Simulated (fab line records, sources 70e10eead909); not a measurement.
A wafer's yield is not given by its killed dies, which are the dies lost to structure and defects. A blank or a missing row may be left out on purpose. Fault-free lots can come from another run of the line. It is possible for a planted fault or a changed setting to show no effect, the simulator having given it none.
Chamber matching || flow nand-harc || 4 sister chambers for NHARC_A_STAIRCASE_TRIM_222 on rie-diel-06
The step chemistry O2, time 211.2 s. 15 wafers are shown with their chamber, then 7 later ones without.

## EACH WAFER AND ITS CHAMBER
{"wafer": "L995.2", "chamber": 2, "drypump-motor-current-A (A)": 5.6, "showerhead-plenum-p-Torr (Torr)": 3.43, "oes-product-au (a.u.)": 1.004}
{"wafer": "L995.5", "chamber": 3, "drypump-motor-current-A (A)": 4.8, "showerhead-plenum-p-Torr (Torr)": 3.33, "oes-product-au (a.u.)": 0.993}
{"wafer": "L995.6", "chamber": 0, "drypump-motor-current-A (A)": 6.0, "showerhead-plenum-p-Torr (Torr)": 3.42, "oes-product-au (a.u.)": 0.997}
{"wafer": "L996.2", "chamber": 2, "drypump-motor-current-A (A)": 5.5, "showerhead-plenum-p-Torr (Torr)": 3.43, "oes-product-au (a.u.)": 0.998}
{"wafer": "L996.3", "chamber": 1, "drypump-motor-current-A (A)": 5.4, "showerhead-plenum-p-Torr (Torr)": 3.79, "oes-product-au (a.u.)": 1.009}
{"wafer": "L996.6", "chamber": 2, "drypump-motor-current-A (A)": 5.6, "showerhead-plenum-p-Torr (Torr)": 3.43, "oes-product-au (a.u.)": 1.001}
{"wafer": "L998.1", "chamber": 2, "drypump-motor-current-A (A)": 5.5, "showerhead-plenum-p-Torr (Torr)": 3.43, "oes-product-au (a.u.)": 1.000}
{"wafer": "L998.2", "chamber": 3, "drypump-motor-current-A (A)": 4.8, "showerhead-plenum-p-Torr (Torr)": 3.33, "oes-product-au (a.u.)": 0.976}
{"wafer": "L998.6", "chamber": 3, "drypump-motor-current-A (A)": 4.8, "showerhead-plenum-p-Torr (Torr)": 3.33, "oes-product-au (a.u.)": 0.982}
{"wafer": "L102.1", "chamber": 0, "drypump-motor-current-A (A)": 6.0, "showerhead-plenum-p-Torr (Torr)": 3.41, "oes-product-au (a.u.)": 1.013}
{"wafer": "L102.2", "chamber": 2, "drypump-motor-current-A (A)": 5.5, "showerhead-plenum-p-Torr (Torr)": 3.42, "oes-product-au (a.u.)": 0.998}
{"wafer": "L102.4", "chamber": 1, "drypump-motor-current-A (A)": 5.4, "showerhead-plenum-p-Torr (Torr)": 3.78, "oes-product-au (a.u.)": 1.018}
{"wafer": "L104.1", "chamber": 0, "drypump-motor-current-A (A)": 6.0, "showerhead-plenum-p-Torr (Torr)": 3.41, "oes-product-au (a.u.)": 1.011}
{"wafer": "L104.2", "chamber": 3, "drypump-motor-current-A (A)": 4.8, "showerhead-plenum-p-Torr (Torr)": 3.31, "oes-product-au (a.u.)": 0.975}
{"wafer": "L104.3", "chamber": 2, "drypump-motor-current-A (A)": 5.5, "showerhead-plenum-p-Torr (Torr)": 3.42, "oes-product-au (a.u.)": 1.003}

SIGNATURES, as means of the wafers listed above
{"reading": "drypump-motor-current-A", "chamber 0": 6.000, "chamber 1": 5.400, "chamber 2": 5.533, "chamber 3": 4.800, "scatter within a chamber": 0.0348}
{"reading": "showerhead-plenum-p-Torr", "chamber 0": 3.4133, "chamber 1": 3.7850, "chamber 2": 3.4267, "chamber 3": 3.3250, "scatter within a chamber": 0.00707}
{"reading": "oes-product-au", "chamber 0": 1.00700, "chamber 1": 1.01350, "chamber 2": 1.00067, "chamber 3": 0.98150, "scatter within a chamber": 0.00624}
Rule: a wafer's distance from a chamber is the root of the sum, over the readings, of the square of ((its reading less the chamber's mean) divided by the reading's scatter). The wafer belongs to the nearest chamber; if the next one is less than 2 further off, it can't be placed. The scatter is the square root of a quotient: the sum, over the shown wafers, of each reading's squared deviation from its chamber's mean, divided by wafers minus chambers.

## WAFERS WHOSE CHAMBER IS MISSING
{"wafer": "L105.1", "drypump-motor-current-A (A)": 5.6, "showerhead-plenum-p-Torr (Torr)": 3.41, "oes-product-au (a.u.)": 1.009}
{"wafer": "L105.2", "drypump-motor-current-A (A)": 4.8, "showerhead-plenum-p-Torr (Torr)": 3.31, "oes-product-au (a.u.)": 0.970}
{"wafer": "L105.6", "drypump-motor-current-A (A)": 5.4, "showerhead-plenum-p-Torr (Torr)": 3.78, "oes-product-au (a.u.)": 1.033}
{"wafer": "L111.5", "drypump-motor-current-A (A)": 5.4, "showerhead-plenum-p-Torr (Torr)": 3.76, "oes-product-au (a.u.)": 1.035}
{"wafer": "L111.6", "drypump-motor-current-A (A)": 5.5, "showerhead-plenum-p-Torr (Torr)": 3.40, "oes-product-au (a.u.)": 1.013}
{"wafer": "L112.2", "drypump-motor-current-A (A)": 5.4, "showerhead-plenum-p-Torr (Torr)": 3.76, "oes-product-au (a.u.)": 1.020}
{"wafer": "L112.6", "drypump-motor-current-A (A)": 6.0, "showerhead-plenum-p-Torr (Torr)": 3.39, "oes-product-au (a.u.)": 0.999}

## CHAMBER TAKEN BY EACH
{"wafer": "L105.1", "from the rows above": 2, "in truth": 2}
{"wafer": "L105.2", "from the rows above": 3, "in truth": 3}
{"wafer": "L105.6", "from the rows above": 1, "in truth": 1}
{"wafer": "L111.5", "from the rows above": 1, "in truth": 1}
{"wafer": "L111.6", "from the rows above": 2, "in truth": 2}
{"wafer": "L112.2", "from the rows above": 1, "in truth": 1}
{"wafer": "L112.6", "from the rows above": 0, "in truth": 0}
Correctly placed: 7 of 7. Number that these rows cannot place: 0. Wrongly placed: 0.
